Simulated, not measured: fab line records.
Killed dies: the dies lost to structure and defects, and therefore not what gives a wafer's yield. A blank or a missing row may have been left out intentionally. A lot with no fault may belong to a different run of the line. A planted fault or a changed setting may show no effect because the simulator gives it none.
Split-lot experiment + flow n5_finfet + route with 1938 steps; 7 lots, 39 wafers read

ON THE SPLIT
At N5_HKMG_FIN_ETCH_35 (etches SOC in N2/H2, target depth 215.8 nm, time 243.4 s), the setting source_w was moved away from the recipe's 3000 W on 15 of the 39 wafers read, by -15.4% to +11.3%. This setting was run at the recipe's value on the other wafers.

The reading comes from the split's own step.

THE READING
rf_vpp_V, in V, at N5_HKMG_FIN_ETCH_35 (etches SOC in N2/H2, target depth 215.8 nm, time 243.4 s). On this fab line, fault-free wafers typically give 141.6 V with a standard deviation of 1.1 V.

| wafer  | tool, chamber at the split | source_w as run, W | against the recipe | rf_vpp_V, V | against lot-mates on the recipe |
|--------|----------------------------|--------------------|--------------------|-------------|---------------------------------|
| L083.1 | rie_diel-04, 2             | 3000               | recipe             | 141.1       | -                               |
| L083.2 | rie_diel-04, 3             | 2783               | -7.2%              | 145.3       | +4.1                            |
| L083.3 | rie_diel-04, 0             | 3000               | recipe             | 141.4       | -                               |
| L083.4 | rie_diel-04, 1             | 2783               | -7.2%              | 146.9       | +5.7                            |
| L083.5 | rie_diel-04, 0             | 2783               | -7.2%              | 145.7       | +4.5                            |
| L083.6 | rie_diel-04, 1             | 3000               | recipe             | 141.1       | -                               |
| L085.1 | rie_diel-04, 1             | 3000               | recipe             | 141.4       | -                               |
| L085.2 | rie_diel-04, 0             | 2538               | -15.4%             | 150.6       | +9.1                            |
| L085.3 | rie_diel-04, 2             | 3000               | recipe             | 142.4       | -                               |
| L085.4 | rie_diel-04, 3             | 3000               | recipe             | 140.7       | -                               |
| L085.5 | rie_diel-04, 1             | 2538               | -15.4%             | 150.7       | +9.2                            |
| L085.6 | rie_diel-04, 2             | 2538               | -15.4%             | 149.9       | +8.4                            |
| L088.1 | rie_diel-02, 3             | 3000               | recipe             | 141.5       | -                               |
| L088.2 | rie_diel-02, 1             | 2786               | -7.1%              | 144.1       | +2.1                            |
| L088.3 | rie_diel-02, 2             | 3000               | recipe             | 142.6       | -                               |
| L088.4 | rie_diel-02, 0             | 2786               | -7.1%              | 144.3       | +2.3                            |
| L088.5 | rie_diel-02, 3             | 3000               | recipe             | 141.8       | -                               |
| L088.6 | rie_diel-02, 0             | 2786               | -7.1%              | 144.7       | +2.7                            |
| L089.1 | rie_diel-04, 1             | 3000               | recipe             | 140.2       | -                               |
| L089.2 | rie_diel-04, 3             | 3000               | recipe             | 141.1       | -                               |
| L089.3 | rie_diel-04, 2             | 3338               | +11.3%             | 134.6       | -6.6                            |
| L089.4 | rie_diel-04, 0             | 3338               | +11.3%             | 135.9       | -5.3                            |
| L089.5 | rie_diel-04, 3             | 3338               | +11.3%             | 134.1       | -7.1                            |
| L089.6 | rie_diel-04, 2             | 3000               | recipe             | 142.2       | -                               |
| L090.1 | rie_diel-04, 0             | 3000               | recipe             | 141.5       | -                               |
| L090.2 | rie_diel-04, 2             | 3000               | recipe             | 141.7       | -                               |
| L090.6 | rie_diel-04, 2             | 3000               | recipe             | 141.7       | -                               |
| L092.1 | rie_diel-02, 2             | 3000               | recipe             | 143.3       | -                               |
| L092.2 | rie_diel-02, 1             | 3000               | recipe             | 141.5       | -                               |
| L092.3 | rie_diel-02, 3             | 3307               | +10.2%             | 138.3       | -4.0                            |
| L092.4 | rie_diel-02, 0             | 3000               | recipe             | 142.0       | -                               |
| L092.5 | rie_diel-02, 2             | 3307               | +10.2%             | 137.3       | -5.0                            |
| L092.6 | rie_diel-02, 1             | 3307               | +10.2%             | 135.4       | -6.9                            |
| L096.1 | rie_diel-06, 0             | 3000               | recipe             | 142.6       | -                               |
| L096.2 | rie_diel-06, 1             | 3000               | recipe             | 141.5       | -                               |
| L096.3 | rie_diel-06, 3             | 3000               | recipe             | 142.8       | -                               |
| L096.4 | rie_diel-06, 2             | 3000               | recipe             | 143.7       | -                               |
| L096.5 | rie_diel-06, 3             | 3000               | recipe             | 141.4       | -                               |
| L096.6 | rie_diel-06, 2             | 3000               | recipe             | 143.1       | -                               |

FIT RESULTS
A straight line over all 39 wafers: rf_vpp_V changes by -0.539 V for each +1% of source_w; r = -0.97; the points scatter about the line by 0.95 V.
The same after taking each lot's own level away (the mean of its wafers on the recipe; 39 wafers): -0.548 V for each +1%; r = -0.97; scatter 0.87 V.
The reading moves by 8.4 V for the largest change in source_w, on that fit.
The lots' own levels span 141.17 to 142.52 V, that is 1.2 times the standard deviation above.
The two slopes agree, so the slope changes little with the lot-to-lot level.
Check: with one of the wafers moved furthest among these (-15.4%) left out of the fit, the line predicts +8.32 V for it against its lot-mates. Against them it came out at +9.1 V.
Tool readings at the split's step, against how far the setting was moved: rf_vpp_V r = -0.97.

THE WHOLE CHAIN: every reading that the file lists as answering this split, in the file's order
| step                | what it does                                             | reading                                                                         | change (the file's fit)              | r (the file's) |
|---------------------|----------------------------------------------------------|---------------------------------------------------------------------------------|--------------------------------------|----------------|
| N5_HKMG_FIN_ETCH_35 | etches SOC in N2/H2, target depth 215.8 nm, time 243.4 s | rf_vpp_V                                                                        | -0.548 V for each +1% of the setting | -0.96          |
| N5_HKMG_FIN_ETCH_35 | etches SOC in N2/H2, target depth 215.8 nm, time 243.4 s | HKMG_FIN.feature_depth_nm (the simulator's own value, which no gauge read)      | +2.05 nm for each +1% of the setting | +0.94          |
| N5_HKMG_FIN_ETCH_35 | etches SOC in N2/H2, target depth 215.8 nm, time 243.4 s | etch.depth_nm (the simulator's own value, which no gauge read)                  | +2.05 nm for each +1% of the setting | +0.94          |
| N5_HKMG_FIN_ETCH_35 | etches SOC in N2/H2, target depth 215.8 nm, time 243.4 s | SOC_of_HKMG_FIN_COAT_29.thk_nm (the simulator's own value, which no gauge read) | -2.02 nm for each +1% of the setting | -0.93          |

FILE'S OWN FIT
rf_vpp_V changes by -0.548 V for each +1% of source_w, r = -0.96.
